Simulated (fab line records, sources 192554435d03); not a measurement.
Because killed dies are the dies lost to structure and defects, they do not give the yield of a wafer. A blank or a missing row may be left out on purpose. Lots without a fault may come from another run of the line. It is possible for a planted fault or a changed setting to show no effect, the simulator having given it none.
Chamber matching    flow n5-finfet    ald-metal-01 running N5_BEOL_M2_ALD_84: 4 sister chambers
The step deposits TaN, pulse time 2 s, purge time 3 s, co reactant purge time 2 s. 4 wafers are shown with their chamber, then 11 later ones without.

## EACH WAFER AND ITS CHAMBER
wafer   chamber  heater-power-w (W)
L081.6  2        355
L085.2  3        434
L085.5  1        448
L091.1  0        391

## WAFERS WITH NO CHAMBER GIVEN
wafer   heater-power-w (W)
L091.4  435
L091.5  364
L093.2  433
L093.3  363
L093.6  452
L097.2  359
L097.3  438
L097.6  447
L096.1  439
L096.3  383
L096.5  358

## THE CHAMBER EACH PASSED THROUGH
wafer    from the rows above       in truth
L091.4   3                         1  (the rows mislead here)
L091.5   2                         2
L093.2   3                         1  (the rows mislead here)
L093.3   2                         2
L093.6   1                         1
L097.2   2                         2
L097.3   can't be placed: 3 or 1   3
L097.6   1                         1
L096.1   can't be placed: 3 or 1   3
L096.3   0                         0
L096.5   2                         2
7 of 11 placed correctly. These rows do not allow placing 2 (true chamber among the candidates in 2). Wrongly placed: 2.
How it was worked out, from the rows above alone: a wafer's distance from a chamber is the root of the sum, over the readings, of the square of ((its reading less the chamber's mean) divided by the reading's scatter). If the next closest chamber is less than 2 further off than the closest, the wafer can't be placed; otherwise it belongs to the closest. Each chamber's mean is taken over the wafers shown for it. The scatter: with one shown wafer a chamber, the root of the mean of the squares of how far each hidden wafer lies from its nearest shown one.
